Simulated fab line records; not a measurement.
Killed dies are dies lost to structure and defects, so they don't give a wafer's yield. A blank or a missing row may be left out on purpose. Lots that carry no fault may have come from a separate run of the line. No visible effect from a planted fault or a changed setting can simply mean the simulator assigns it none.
3 desks, one fault ; flow nand-harc ; each desk has only its own numbers; what lay behind them comes last

## AT THE METROLOGY DESK
What the gauges read, lot by lot, whatever tool the lot ran on: means of the sampled wafers that have a number. A lot is out of limits, marked OUT, if its mean lies more than 4 standard deviations from the usual mean; the brackets give that distance.
Columns: A = thk-nm at NHARC_A_ONON_D1_THK_MEAS_27, usual 1002 nm
lot;first seen here;A
L834;day 7 21:16;997
L836;day 8 10:43;1017
L835;day 8 10:43;1004
L837;day 8 20:59;1013
L838;day 9 02:41;1002
L839;day 9 02:42;1012
L841;day 9 17:12;992
L843;day 10 08:49;996
L850;day 11 22:19;1610 (+65) OUT
L852;day 12 09:42;1626 (+67) OUT
L853;day 12 09:44;1009
L855;day 13 06:00;997
L857;day 13 06:08;987
L856;day 13 06:21;1004
This desk's verdict: out of limits on L850, L852, starting with L850 at day 11 22:19 (thk-nm at NHARC_A_ONON_D1_THK_MEAS_27). Within limits: L834, L836, L835, L837, L838, L839, L841, L843, L853, L855, L857, L856.

## THE DEFECT DESK
Lot by lot, what the route's inspections counted, given as the mean of those sampled wafers with a number. A lot is out of limits, marked OUT, if its mean lies more than 4 standard deviations from the usual mean; the brackets give that distance.
Columns: A = raw-defect-count at NHARC_A_ZERO_WELL_INSPECT_17, usual 10; B = raw-defect-count at NHARC_A_CHANNEL_HOLE_D1_INSPECT_12, usual 5.2
lot;first seen here;A;B
L834;day 6 14:28;6;5.3
L836;day 7 01:08;10;2.7
L835;day 7 01:24;9;1.7
L837;day 7 11:15;15;5.0
L838;day 7 18:36;7;3.7
L839;day 7 19:07;10;5.7
L841;day 8 09:52;10;4.7
L843;day 8 21:01;13;9.7
L850;day 10 14:10;11;-
L852;day 10 23:55;16;-
L853;day 11 01:10;5;6.3
L855;day 11 21:22;4;2.3
L857;day 11 22:13;5;5.7
L856;day 11 22:47;3;7.7
This desk's finding: nothing out of limits on any of the 14 lots.

## TOOL OWNER'S DESK, pecvd-onon-02
The tool's own readings at NHARC_A_ONON_D1_DEP_25 (target thk 1000 nm): means of the sampled wafers that have a number, for each lot that ran on this tool. A lot is out of limits, marked OUT, if its mean lies more than 4 standard deviations from the usual mean; the brackets give that distance.
Columns: A = nh3-flow-sccm at NHARC_A_ONON_D1_DEP_25, usual 499.6 sccm
lot;first seen here;A
L835;day 8 10:12;497.9
L837;day 8 20:28;499.7
L838;day 9 02:22;498.5
L843;day 10 08:26;500.4
L850;day 11 21:49;497.9
L852;day 12 09:14;500.0
This desk's finding: nothing out of limits on any of the 6 lots.

## BROUGHT TOGETHER
Metrology desk: alarm possible at day 11 22:19 on L850, L852.
Nothing out of limits was seen by the defect desk.
The tool owner's desk saw nothing out of limits.
The defect desk has L850, L852 on record, within its limits.
On record at the tool owner's desk: L850, L852, within its limits.
NHARC_A_ONON_D1_DEP_25 was run on pecvd-onon-02 by each of the lots named.

## WHAT THE SIMULATOR PUT IN
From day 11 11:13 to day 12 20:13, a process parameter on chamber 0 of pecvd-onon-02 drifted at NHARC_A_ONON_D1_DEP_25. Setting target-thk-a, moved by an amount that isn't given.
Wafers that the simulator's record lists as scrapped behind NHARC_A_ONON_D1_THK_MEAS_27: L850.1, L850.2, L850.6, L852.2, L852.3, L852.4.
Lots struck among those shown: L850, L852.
Per desk, hours elapsed from the start of the fault to the first reading out of limits: for the metrology desk, 11.
